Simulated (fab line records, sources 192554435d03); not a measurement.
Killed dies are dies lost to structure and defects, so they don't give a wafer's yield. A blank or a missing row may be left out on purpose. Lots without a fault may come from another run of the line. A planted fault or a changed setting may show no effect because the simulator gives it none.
One fault seen from 3 desks | flow n5_finfet | each desk has only its own numbers; what lay behind them comes last

THE TOOL OWNER'S DESK: rie_diel-03
The tool's own readings at N5_BEOL_M2_ETCHBACK_99 (etches SiO2 in CHF3, target depth 5 nm, time 10.4 s): means of the sampled wafers that have a number, for each lot that ran on this tool. A lot is out of limits, marked OUT, if its mean lies more than 4 standard deviations from the usual mean; the brackets give that distance. Of its 8 readings 7 are shown: those that lie furthest out on some lot.
Columns: A = drypump_motor_current_A at N5_BEOL_M2_ETCHBACK_99, usual 5.64 A; B = oes_ar_750_au at N5_BEOL_M2_ETCHBACK_99, usual 0.74 a.u.; C = oes_product_au at N5_BEOL_M2_ETCHBACK_99, usual 0.74 a.u.; D = rf_fwd_power_W at N5_BEOL_M2_ETCHBACK_99, usual 212.1 W; E = rf_vpp_V at N5_BEOL_M2_ETCHBACK_99, usual 240 V; F = showerhead_plenum_p_Torr at N5_BEOL_M2_ETCHBACK_99, usual 2.15 Torr; G = throttle_valve_pct at N5_BEOL_M2_ETCHBACK_99, usual 17.15 %
lot  | first seen here | A    | B    | C    | D     | E   | F    | G
L353 | day 7 20:13     | 5.87 | 0.79 | 0.78 | 211.8 | 239 | 2.15 | 16.95
L369 | day 11 10:26    | 5.57 | 0.76 | 0.81 | 211.9 | 238 | 2.17 | 17.04
This desk's finding: nothing out of limits on any of the 2 lots.

THE METROLOGY DESK
What the gauges read, lot by lot, whatever tool the lot ran on: means of the sampled wafers that have a number. A lot is out of limits, marked OUT, if its mean lies more than 4 standard deviations from the usual mean; the brackets give that distance. Of its 12 readings 7 are shown: those that lie furthest out on some lot.
Columns: A = V1_OVL at N5_BEOL_M2_OVL_MEAS_29, usual 0.1 nm; B = DIBL_P at N5_BEOL_M4_RC_MEAS_101, usual 36.3 mV/V; C = ION_N at N5_BEOL_M4_RC_MEAS_101, usual 676 uA/um; D = ION_P at N5_BEOL_M4_RC_MEAS_101, usual 462 uA/um; E = SS_N at N5_BEOL_M4_RC_MEAS_101, usual 71.5 mV/dec; F = SS_P at N5_BEOL_M4_RC_MEAS_101, usual 73.3 mV/dec; G = VT_N at N5_BEOL_M4_RC_MEAS_101, usual 249 mV
lot  | first seen here | A    | B    | C   | D   | E    | F    | G
L353 | day 7 15:09     | 0.5  | 34.8 | 669 | 460 | 70.4 | 72.8 | 252
L355 | day 8 05:02     | -0.5 | 33.6 | 663 | 454 | 71.0 | 72.5 | 254
L369 | day 11 08:20    | -0.7 | 37.9 | 680 | 468 | 71.6 | 73.7 | 250
L372 | day 12 13:07    | 1.1  | 36.7 | 681 | 470 | 71.4 | 73.1 | 247
L371 | day 12 19:19    | -0.0 | 35.6 | 676 | 470 | 71.3 | 73.3 | 250
This desk's finding: nothing out of limits on any of the 5 lots.

THE DEFECT DESK
What the inspections along the route counted, lot by lot: means of the sampled wafers that have a number. A lot is out of limits, marked OUT, if its mean lies more than 4 standard deviations from the usual mean; the brackets give that distance.
Columns: A = raw_defect_count at N5_BEOL_M2_INSPECT_30, usual 385
lot  | first seen here | A
L353 | day 7 15:14     | 374
L355 | day 8 05:08     | 468
L369 | day 11 08:25    | 343
L372 | day 12 13:13    | 377
L371 | day 12 19:24    | 319
This desk's finding: nothing out of limits on any of the 5 lots.

PUT TOGETHER
The tool owner's desk saw nothing out of limits.
The metrology desk saw nothing out of limits.
The defect desk saw nothing out of limits.

WHAT THE SIMULATOR HAD PUT IN
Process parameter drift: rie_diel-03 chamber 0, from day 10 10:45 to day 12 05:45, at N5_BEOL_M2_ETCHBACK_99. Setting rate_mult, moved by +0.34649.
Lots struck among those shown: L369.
